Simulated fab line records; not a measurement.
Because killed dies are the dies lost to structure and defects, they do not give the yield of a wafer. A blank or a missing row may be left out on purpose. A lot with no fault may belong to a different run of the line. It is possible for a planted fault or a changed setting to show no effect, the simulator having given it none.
fab line records | flow n5_finfet
[record] lots = 12 wafers = 32 last_day = 16
route steps=1938 shown PASS1_CAP@1874 TV_LITHO@1884 PASSIVATION@1905
lots that met no fault: from a run of the same line without faults
start_h: start of the lot's first displayed wafer, in hours after the record's first day | wait_h: hours elapsed since this lot's preceding step | " as in the row above | L1.1+2: several wafers, shown together as one row | - no value, or no start was given | * or withheld: withheld | < > ~ a bound
route shown NAME@n: NAME is a module with steps in the file, n the number in the route of the first one | usual: mean and standard deviation over wafers with no fault | same: alike in all rows | chamber/n: place in a boat | sites: per-site readings | _std_site: the standard deviation of these | _edge_site: mean of outer sites minus mean of inner sites | radius_mm: how far each site lies from the wafer's centre | mask NAME#n: copy n | behind: the most recent tool/chamber to have shaped the wafer | hold: cause of the lot's hold/its duration in hours/its outcome | device: which transistor (n, p or np) failed to switch | end of line: the tests these same wafers got at the end of their route | a step without rows: its recipe alone | killed: dies lost to structure and defects at the first sort, not the wafer's yield | map: the dies of a wafer, with x for killed, . for not killed, _ for no die there
set.NAME: the setting the step ran with; set.NAME@STEP: the setting that earlier step ran with | model.NAME: the simulator's own value behind a step, which no gauge read
route steps across a sampled set of lots; one table per step, one row per wafer
services: the hour from which a tool's chamber was out of use, counted from the record's first day as start_h (under 0 if before that day), plus the number of hours and why
[[steps]]
[step N5_PASSIVATION_PECVD_01]
[recipe] material = SiNx target_thk_a = 2000 temp_c = 400 precursor = SiH4/NH3/N2 pressure_torr = 4.9 rf_w = 1406 time_s = 43.2
[usual] heater_power_w = 364/92 rf_fwd_power_W = 1392/5.1 showerhead_plenum_p_Torr = 8.71/0.075 susceptor_temp_C = 400.02/0.25 throttle_valve_pct = 29.0/1.4
[same] time_s = 43.2
// columns lot.wafer tool chamber start_h wait_h heater_power_w rf_fwd_power_W showerhead_plenum_p_Torr since_wet_clean_h susceptor_temp_C throttle_valve_pct
L465.2 pecvd-02 0 266.93 0.0 410 1395 8.79 540 400.10 27.4
L465.5 " 0 " " 422 1396 8.79 - 399.61 27.6
L465.6 " 1 " " 347 1392 8.65 - 399.90 30.7
L466.3 pecvd-01 1 273.29 0.0 290 1391 8.65 1883 400.05 28.2
L466.4 " 0 " " 364 1383 8.68 - 399.69 29.2
L464.1 pecvd-04 0 280.79 0.0 631 1383 8.64 1347 399.69 28.7
L464.3 " 2 " " 375 1394 8.61 593 399.73 32.5
L464.5 " 1 " " 293 1394 8.51 - 400.17 30.3
L469.1 pecvd-02 2 286.47 0.0 314 1400 8.78 236 399.67 28.4
L469.5 " 0 " " 267 1392 8.82 - 399.86 27.9
L470.2 pecvd-01 0 295.33 0.0 404 1396 8.69 1180 399.83 28.8
L470.3 " 2 " " 384 1392 8.76 426 399.92 28.2
L470.6 " 1 " " 376 1388 8.65 - 399.67 28.3
L471.1 pecvd-01 1 297.80 0.0 398 1385 8.65 1908 399.53 28.3
L471.4 " 2 " " 293 1391 8.77 - 399.68 28.2
L471.5 " 0 " " 346 1392 8.69 - 400.32 29.0
L473.1 pecvd-01 1 321.48 0.0 309 1392 8.66 1932 399.73 28.1
L473.3 " 0 " " 326 1394 8.72 1207 399.75 28.8
L473.4 " 2 " " 312 1390 8.76 - 400.31 27.9
L479.2 pecvd-02 1 349.39 0.0 409 1385 8.68 1778 400.41 30.6
L479.6 " 1 " " 416 1395 8.68 - 400.51 30.7
L478.4 pecvd-02 0 349.74 0.0 369 1405 8.80 - 400.47 28.0
L478.5 " 1 " " 387 1394 8.66 - 400.41 30.7
L478.6 " 2 " " 331 1399 8.77 - 399.97 28.8
L480.2 pecvd-01 0 362.84 0.0 429 1396 8.70 1248 400.06 28.6
L480.3 " 1 " " 262 1389 8.67 1973 399.94 28.2
L480.5 " 0 " " 448 1389 8.70 - 399.98 28.9
L484.2 pecvd-01 1 369.56 0.0 315 1387 8.65 1980 400.21 28.4
L484.3 " 2 " " 282 1387 8.78 501 400.13 28.5
L485.2 pecvd-02 1 381.55 0.0 411 1394 8.66 1810 399.94 30.8
L485.4 " 2 " " 296 1398 8.80 - 400.19 29.0
L485.5 " 0 " " 422 1393 8.79 - 400.12 28.1
[step N5_PASSIVATION_OVL_MEAS_60]
[recipe] points_per_wafer = 44
[usual] TV_OVL = 0/5.3
// columns lot.wafer tool chamber start_h wait_h TV_OVL[nm]
L465.2 overlay-01 0 267.47 0.0 -6
L465.5 " 0 " " 12
L465.6 " 0 " " -1
L466.3 overlay-02 0 276.42 0.0 -8
L466.4 " 0 " " -8
L464.1 overlay-01 0 281.19 0.0 4
L464.3 " 0 " " -2
L464.5 " 0 " " -2
L469.1 overlay-02 0 286.98 0.0 3
L469.5 " 0 " " 1
L470.2 overlay-02 0 295.75 0.0 2
L470.3 " 0 " " 0
L470.6 " 0 " " 0
L471.1 overlay-01 0 298.32 0.0 2
L471.4 " 0 " " -13
L471.5 " 0 " " -4
L473.1 overlay-02 0 324.40 0.0 0
L473.3 " 0 " " -4
L473.4 " 0 " " -3
L478.4 overlay-01 0 351.68 0.0 -1
L478.5 " 0 " " 1
L478.6 " 0 " " 6
L479.2 overlay-02 0 351.71 0.0 2
L479.6 " 0 " " -5
L480.2 overlay-01 0 364.28 0.0 7
L480.3 " 0 " " 4
L480.5 " 0 " " 1
L484.2 overlay-01 0 371.62 0.0 7
L484.3 " 0 " " 7
L485.2 overlay-02 0 382.90 0.0 -3
L485.4 " 0 " " -1
L485.5 " 0 " " 5
[step N5_PASSIVATION_CD_MEAS_30]
[recipe] target_cd_nm = 4000 landing_energy_ev = 500 detector = se_inlens polarity = opening
[usual] cd_nm = 4000.6/2.5
// columns lot.wafer tool chamber start_h wait_h cd_nm
L465.2 cd_sem-03 0 268.99 - 3992.6
L465.5 " 0 " " 3999.1
L465.6 " 0 " " 3997.6
L466.3 cd_sem-02 0 278.28 - 3998.9
L466.4 " 0 " " 4000.7
L464.1 cd_sem-02 0 283.97 - 4004.1
L464.3 " 0 " " 4002.2
L464.5 " 0 " " 4002.1
L469.1 cd_sem-03 0 289.31 - 4000.4
L469.5 " 0 " " 4002.6
L470.2 cd_sem-02 0 298.00 - 4003.9
L470.3 " 0 " " 3998.6
L470.6 " 0 " " 3998.2
L471.1 cd_sem-03 0 299.73 - 4001.2
L471.4 " 0 " " 4001.5
L471.5 " 0 " " 4001.7
L473.1 cd_sem-01 0 326.19 - 4000.6
L473.3 " 0 " " 3999.2
L473.4 " 0 " " 4000.4
L478.4 cd_sem-02 0 353.64 - 4004.0
L478.5 " 0 " " 4003.1
L478.6 " 0 " " 4003.4
L479.2 cd_sem-01 0 353.68 - 4004.3
L479.6 " 0 " " 4000.2
L480.2 cd_sem-03 0 367.10 - 4001.7
L480.3 " 0 " " 3999.2
L480.5 " 0 " " 4001.8
L484.2 cd_sem-01 0 373.21 - 3999.7
L484.3 " 0 " " 3998.2
L485.2 cd_sem-01 0 384.98 - 3998.6
L485.4 " 0 " " 4000.7
L485.5 " 0 " " 3998.3
[step N5_PASSIVATION_ETCH_54]
[recipe] chemistry = CHF3/O2 target = SiO2 target_depth_a = 8800 CHF3_flow_sccm = 50 O2_flow_sccm = 5 Ar_flow_sccm = 200 time_s = 440 mask_material = PR pressure_mtorr = 30 source_w = 650 bias_w = 170 ion_energy_ev = 200
[usual] bias_w = 170.0/0.54 drypump_motor_current_A = 5.5/0.5 mfc_ar_sccm = 200.0/0.59 oes_product_au = 0.84/0.066 rf_fwd_power_W = 649.2/1.9 rf_vpp_V = 521/12 showerhead_plenum_p_Torr = 2.39/0.053 throttle_valve_pct = 18.79/0.16
[same] time_s = 440
// columns lot.wafer tool chamber start_h wait_h bias_w drypump_motor_current_A mfc_ar_sccm oes_product_au rf_fwd_power_W rf_hours_counter_h rf_vpp_V showerhead_plenum_p_Torr throttle_valve_pct
L465.2 rie_diel-06 3 271.20 0.1 170.6 4.8 199.9 0.67 651.8 241 516 2.50 19.23
L465.5 " 1 " " 170.7 5.9 200.1 0.97 649.6 - 519 2.38 18.90
L465.6 " 2 " " 169.6 4.7 199.5 0.89 647.0 - 509 2.35 18.70
L466.3 rie_diel-06 0 280.77 0.1 170.5 5.3 200.7 0.84 648.9 71 505 2.45 18.58
L466.4 " 2 " " 170.9 4.7 200.0 0.88 647.1 30 511 2.35 18.71
L464.1 rie_diel-03 0 286.59 0.1 170.4 6.3 200.5 0.89 650.4 41 535 2.38 18.95
L464.3 " 2 " " 169.7 5.8 200.3 0.84 646.9 83 536 2.44 18.64
L464.5 " 0 " " 169.4 6.3 200.6 0.89 648.7 - 535 2.38 18.95
L469.1 rie_diel-06 0 291.44 0.1 170.1 5.2 200.4 0.83 648.8 75 506 2.45 18.56
L469.5 " 2 " " 169.0 4.7 199.3 0.88 649.0 - 511 2.34 18.72
L470.2 rie_diel-06 2 300.18 0.1 170.4 4.7 199.9 0.87 647.9 37 510 2.34 18.71
L470.3 " 1 " " 170.0 5.9 201.3 0.93 648.6 15 519 2.38 18.90
L470.6 " 0 " " 170.3 5.2 201.0 0.83 648.4 - 505 2.45 18.57
L471.1 rie_diel-03 3 301.86 0.1 170.4 5.5 200.2 0.87 650.8 31 533 2.42 18.59
L471.4 " 0 " " 171.0 6.3 200.1 0.87 646.1 46 534 2.37 18.97
L471.5 " 2 " " 169.9 5.8 199.2 0.82 649.9 - 536 2.44 18.64
L473.1 rie_diel-05 2 328.45 0.1 169.9 4.8 199.6 0.70 652.4 215 498 2.29 18.97
L473.3 " 0 " " 169.2 5.9 200.0 0.81 648.5 97 516 2.34 18.97
L473.4 " 0 " " 169.0 5.9 201.1 0.79 650.8 - 517 2.34 18.95
L479.2 rie_diel-06 0 355.95 0.1 170.2 5.3 199.6 0.80 646.5 103 505 2.44 18.63
L479.6 " 0 " " 169.9 5.2 199.8 0.81 645.1 - 505 2.44 18.61
L478.4 rie_diel-03 1 356.46 0.1 157.7 5.9 200.5 0.82 647.8 78 491 2.32 18.72
L478.5 " 3 " " 158.2 5.5 199.7 0.85 650.6 - 500 2.42 18.61
L478.6 " 2 " " 157.4 5.8 200.7 0.81 650.6 - 504 2.43 18.68
L480.2 rie_diel-03 2 369.47 0.1 158.3 5.8 199.4 0.81 650.1 115 505 2.43 18.68
L480.3 " 1 " " 157.3 5.9 200.4 0.82 652.1 83 491 2.32 18.73
L480.5 " 2 " " 157.6 5.8 199.9 0.80 648.9 - 505 2.42 18.69
L484.2 rie_diel-05 2 375.30 0.1 169.1 4.8 200.5 0.68 650.1 233 498 2.28 19.00
L484.3 " 0 " " 170.3 5.9 200.3 0.79 650.7 111 516 2.33 18.99
L485.2 rie_diel-05 0 387.27 0.1 169.2 5.9 200.4 0.79 650.1 115 516 2.33 19.00
L485.4 " 3 " " 169.7 6.1 199.0 0.94 649.5 16 519 2.36 18.68
L485.5 " 3 " " 169.2 6.1 200.6 0.93 648.4 - 520 2.36 18.66
[[services]]
// columns tool chamber start_h hours kind
pecvd-04 0 247.73 2.1 scheduled_down
pecvd-02 2 262.76 15.1 repair
pecvd-02 - 268.90 14.6 pm
pecvd-04 1 292.16 6.6 repair
rie_diel-06 3 296.00 - clean
rie_diel-06 3 296.00 - consumable_replace:focus_ring
rie_diel-06 3 296.00 26.2 scheduled_down
rie_diel-06 3 296.00 26.2 vent_cycle
pecvd-04 - 320.93 1.3 repair
rie_diel-05 3 321.96 - clean
rie_diel-05 3 321.96 - consumable_replace:focus_ring
pecvd-02 1 333.32 4.9 repair
pecvd-04 1 345.74 5.5 scheduled_down
pecvd-02 1 360.59 10.1 repair
pecvd-01 1 369.82 2.1 scheduled_down
pecvd-04 1 383.62 - clean
pecvd-04 1 383.62 - consumable_replace:showerhead
[[key]]
[first_sign] step = N5_PASSIVATION_ETCH_54 reading = bias_w direction = down sigmas = 23 usual = * struck = *
[effect] step = N5_PASSIVATION_ETCH_54 reading = rf_vpp_V direction = down sigmas = 1.8 usual = 521 struck = 499
met_at N5_PASSIVATION_ETCH_54
struck_lots L478,L480
[baseline_loss] step = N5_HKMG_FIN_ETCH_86 wafers = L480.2
not_acting_at N5_PASSIVATION_PECVD_01,N5_PASSIVATION_OVL_MEAS_60,N5_PASSIVATION_CD_MEAS_30
onset_between 301.86 356.46
[fault] kind = process_parameter_drift tool = rie_diel-03 chamber = - onset_h = 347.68 steps = N5_PASSIVATION_ETCH_54 channel = bias_w offset = * shape = step end_h = 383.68 acts_in = * stated = *
// baseline_loss: these wafers lose ten dies or more at that step, a loss of the line's own and not of a fault; the sort's usual values leave them out
